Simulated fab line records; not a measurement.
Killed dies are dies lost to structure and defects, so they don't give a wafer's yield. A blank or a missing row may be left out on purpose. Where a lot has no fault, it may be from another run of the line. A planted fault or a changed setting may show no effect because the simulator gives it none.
Split-lot experiment || flow n5-finfet || on a route of 1938 steps: 7 lots, 21 wafers read

SPLIT DETAILS
At N5_FIN_SAQP_HM_DEP_03 (deposits SiNx from SiH4/NH3/N2, target thk 38 nm, time 33.6 s), the setting time-s was moved away from the recipe's 33.6 s on 7 of the 21 wafers read, by -13.2% to -7.1%. This setting was run at the recipe's value on the other wafers.

FROM THE SPLIT TO THE READING: what the file shows between them, 9 steps
- N5_FIN_SAQP_THK_MEAS_05
- N5_FIN_SAQP_PEB_14: peb time 60 s (also split here: peb-time-s)
- N5_FIN_SAQP_DEVELOP_15: develop time 30 s (also split here: develop-time-s)
- N5_FIN_SAQP_CD_MEAS_16: target cd 35.6 nm
- N5_FIN_SAQP_MANDREL2_REMOVE_60: chemistry HBr/Cl2/O2, target a-Si, stops on SiNx, bt time 10 s
- N5_FIN_SAQP_HM_OPEN_33: chemistry CH3F/O2, target SiNx, target depth 49.4 nm, time 70.6 s
- N5_FIN_SAQP_ETCH_34: etches SiO2 in C4F6/O2, target depth 45 nm, time 15 s
- N5_FIN_SAQP_STRIP_77: strips in N2/H2, time 90 s
- N5_FIN_SAQP_PRECLEAN_38: cleans in O3/DIW, time 45 s

THE READING
SiNx_of_FIN_SAQP_HM_DEP_03.thk-nm (the simulator's own value, which no gauge read), in nm, at N5_FIN_SAQP_PRECLEAN_45 (cleans in dHF, time 10 s). There is no usual value for it anywhere in the file. Average 21.0 nm, standard deviation 0.38 nm, over the 14 wafers here run with the recipe.

{"wafer": "L074.1", "tool, chamber at the split": "pecvd-02, 1", "time-s as run, s": 33.6, "against the recipe": "recipe", "SiNx_of_FIN_SAQP_HM_DEP_03.thk-nm, nm": 20.8, "against lot-mates on the recipe": "-"}
{"wafer": "L074.4", "tool, chamber at the split": "pecvd-02, 1", "time-s as run, s": 29.21, "against the recipe": "-13.1%", "SiNx_of_FIN_SAQP_HM_DEP_03.thk-nm, nm": 16.4, "against lot-mates on the recipe": -4.4}
{"wafer": "L074.6", "tool, chamber at the split": "pecvd-02, 2", "time-s as run, s": 29.21, "against the recipe": "-13.1%", "SiNx_of_FIN_SAQP_HM_DEP_03.thk-nm, nm": 16.6, "against lot-mates on the recipe": -4.2}
{"wafer": "L075.1", "tool, chamber at the split": "pecvd-03, 1", "time-s as run, s": 33.6, "against the recipe": "recipe", "SiNx_of_FIN_SAQP_HM_DEP_03.thk-nm, nm": 21, "against lot-mates on the recipe": "-"}
{"wafer": "L075.3", "tool, chamber at the split": "pecvd-03, 2", "time-s as run, s": 33.6, "against the recipe": "recipe", "SiNx_of_FIN_SAQP_HM_DEP_03.thk-nm, nm": 20.8, "against lot-mates on the recipe": "-"}
{"wafer": "L075.6", "tool, chamber at the split": "pecvd-03, 1", "time-s as run, s": 33.6, "against the recipe": "recipe", "SiNx_of_FIN_SAQP_HM_DEP_03.thk-nm, nm": 21.2, "against lot-mates on the recipe": "-"}
{"wafer": "L077.4", "tool, chamber at the split": "pecvd-03, 0", "time-s as run, s": 29.17, "against the recipe": "-13.2%", "SiNx_of_FIN_SAQP_HM_DEP_03.thk-nm, nm": 16.4, "against lot-mates on the recipe": -5.0}
{"wafer": "L077.5", "tool, chamber at the split": "pecvd-03, 1", "time-s as run, s": 33.6, "against the recipe": "recipe", "SiNx_of_FIN_SAQP_HM_DEP_03.thk-nm, nm": 21.4, "against lot-mates on the recipe": "-"}
{"wafer": "L077.6", "tool, chamber at the split": "pecvd-03, 2", "time-s as run, s": 29.17, "against the recipe": "-13.2%", "SiNx_of_FIN_SAQP_HM_DEP_03.thk-nm, nm": 16.2, "against lot-mates on the recipe": -5.2}
{"wafer": "L079.3", "tool, chamber at the split": "pecvd-01, 2", "time-s as run, s": 33.6, "against the recipe": "recipe", "SiNx_of_FIN_SAQP_HM_DEP_03.thk-nm, nm": 21.2, "against lot-mates on the recipe": "-"}
{"wafer": "L079.4", "tool, chamber at the split": "pecvd-01, 1", "time-s as run, s": 33.6, "against the recipe": "recipe", "SiNx_of_FIN_SAQP_HM_DEP_03.thk-nm, nm": 21.2, "against lot-mates on the recipe": "-"}
{"wafer": "L079.5", "tool, chamber at the split": "pecvd-01, 2", "time-s as run, s": 33.6, "against the recipe": "recipe", "SiNx_of_FIN_SAQP_HM_DEP_03.thk-nm, nm": 21.4, "against lot-mates on the recipe": "-"}
{"wafer": "L084.1", "tool, chamber at the split": "pecvd-03, 1", "time-s as run, s": 30.92, "against the recipe": "-8.0%", "SiNx_of_FIN_SAQP_HM_DEP_03.thk-nm, nm": 16.8, "against lot-mates on the recipe": -3.6}
{"wafer": "L084.4", "tool, chamber at the split": "pecvd-03, 0", "time-s as run, s": 30.92, "against the recipe": "-8.0%", "SiNx_of_FIN_SAQP_HM_DEP_03.thk-nm, nm": 17.6, "against lot-mates on the recipe": -2.8}
{"wafer": "L084.6", "tool, chamber at the split": "pecvd-03, 1", "time-s as run, s": 33.6, "against the recipe": "recipe", "SiNx_of_FIN_SAQP_HM_DEP_03.thk-nm, nm": 20.4, "against lot-mates on the recipe": "-"}
{"wafer": "L089.3", "tool, chamber at the split": "pecvd-02, 1", "time-s as run, s": 31.2, "against the recipe": "-7.1%", "SiNx_of_FIN_SAQP_HM_DEP_03.thk-nm, nm": 18, "against lot-mates on the recipe": -3.3}
{"wafer": "L089.4", "tool, chamber at the split": "pecvd-02, 1", "time-s as run, s": 33.6, "against the recipe": "recipe", "SiNx_of_FIN_SAQP_HM_DEP_03.thk-nm, nm": 21.4, "against lot-mates on the recipe": "-"}
{"wafer": "L089.5", "tool, chamber at the split": "pecvd-02, 0", "time-s as run, s": 33.6, "against the recipe": "recipe", "SiNx_of_FIN_SAQP_HM_DEP_03.thk-nm, nm": 21.2, "against lot-mates on the recipe": "-"}
{"wafer": "L091.1", "tool, chamber at the split": "pecvd-03, 2", "time-s as run, s": 33.6, "against the recipe": "recipe", "SiNx_of_FIN_SAQP_HM_DEP_03.thk-nm, nm": 20.4, "against lot-mates on the recipe": "-"}
{"wafer": "L091.2", "tool, chamber at the split": "pecvd-03, 1", "time-s as run, s": 33.6, "against the recipe": "recipe", "SiNx_of_FIN_SAQP_HM_DEP_03.thk-nm, nm": 20.2, "against lot-mates on the recipe": "-"}
{"wafer": "L091.6", "tool, chamber at the split": "pecvd-03, 2", "time-s as run, s": 33.6, "against the recipe": "recipe", "SiNx_of_FIN_SAQP_HM_DEP_03.thk-nm, nm": 21, "against lot-mates on the recipe": "-"}

FIT RESULTS
A straight line over all 21 wafers: SiNx_of_FIN_SAQP_HM_DEP_03.thk-nm changes by +0.366 nm for each +1% of time-s; r = +0.97; the points scatter about the line by 0.47 nm.
The same after taking each lot's own level away (the mean of its wafers on the recipe; 21 wafers): +0.368 nm for each +1%; r = +0.99; scatter 0.33 nm.
Per that fit: largest time-s move, reading shift of 4.8 nm.
Measured against the standard deviation above, the lots' own levels, which go from 20.40 to 21.40 nm, span 2.6 times it.
The two slopes agree, so the slope changes little with the lot-to-lot level.
Check: with one of the wafers moved furthest among these (-13.2%) left out of the fit, the line predicts -4.85 nm for it against its lot-mates. Against them it came out at -5 nm.

OTHER SPLITS ON THESE WAFERS
Note: prior to the reading, these wafers also went through further splits. Each is held against what the fit with the lots' levels taken away leaves over:
{"other split on the same wafers": "N5_FIN_SAQP_ALD_61 ald-cycles", "wafers away from the commonest value": 9, "r with SiNx_of_FIN_SAQP_HM_DEP_03.thk-nm (lot level and that fit taken away)": "+0.16"}
{"other split on the same wafers": "N5_FIN_SAQP_PEB_14 peb-time-s", "wafers away from the commonest value": 7, "r with SiNx_of_FIN_SAQP_HM_DEP_03.thk-nm (lot level and that fit taken away)": -0.28}
{"other split on the same wafers": "N5_FIN_SAQP_DEVELOP_15 develop-time-s", "wafers away from the commonest value": 6, "r with SiNx_of_FIN_SAQP_HM_DEP_03.thk-nm (lot level and that fit taken away)": -0.10}

THE WHOLE CHAIN: every reading that the file lists as answering this split, in the file's order
{"step": "N5_FIN_SAQP_HM_DEP_03", "what it does": "deposits SiNx from SiH4/NH3/N2, target thk 38 nm, time 33.6 s", "reading": "SiNx_of_FIN_SAQP_HM_DEP_03.thk-nm (the simulator's own value, which no gauge read)", "change (the file's fit)": "+0.371 nm for each +1% of the setting", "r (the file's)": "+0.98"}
{"step": "N5_FIN_SAQP_THK_MEAS_05", "what it does": "", "reading": "thk-nm", "change (the file's fit)": "withheld for each +1% of the setting", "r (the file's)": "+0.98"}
{"step": "N5_FIN_SAQP_HM_OPEN_33", "what it does": "chemistry CH3F/O2, target SiNx, target depth 49.4 nm, time 70.6 s", "reading": "etch-rf-on-time-s", "change (the file's fit)": "withheld for each +1% of the setting", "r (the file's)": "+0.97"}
{"step": "N5_FIN_SAQP_HM_OPEN_33", "what it does": "chemistry CH3F/O2, target SiNx, target depth 49.4 nm, time 70.6 s", "reading": "etch.depth-nm (the simulator's own value, which no gauge read)", "change (the file's fit)": "+0.369 nm for each +1% of the setting", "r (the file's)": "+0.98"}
{"step": "N5_FIN_SAQP_PRECLEAN_45", "what it does": "cleans in dHF, time 10 s", "reading": "SiNx_of_FIN_SAQP_HM_DEP_03.thk-nm (the simulator's own value, which no gauge read)", "change (the file's fit)": "+0.376 nm for each +1% of the setting", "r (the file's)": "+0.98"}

FILE'S OWN FIT
SiNx_of_FIN_SAQP_HM_DEP_03.thk-nm changes by +0.376 nm for each +1% of time-s, r = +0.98.
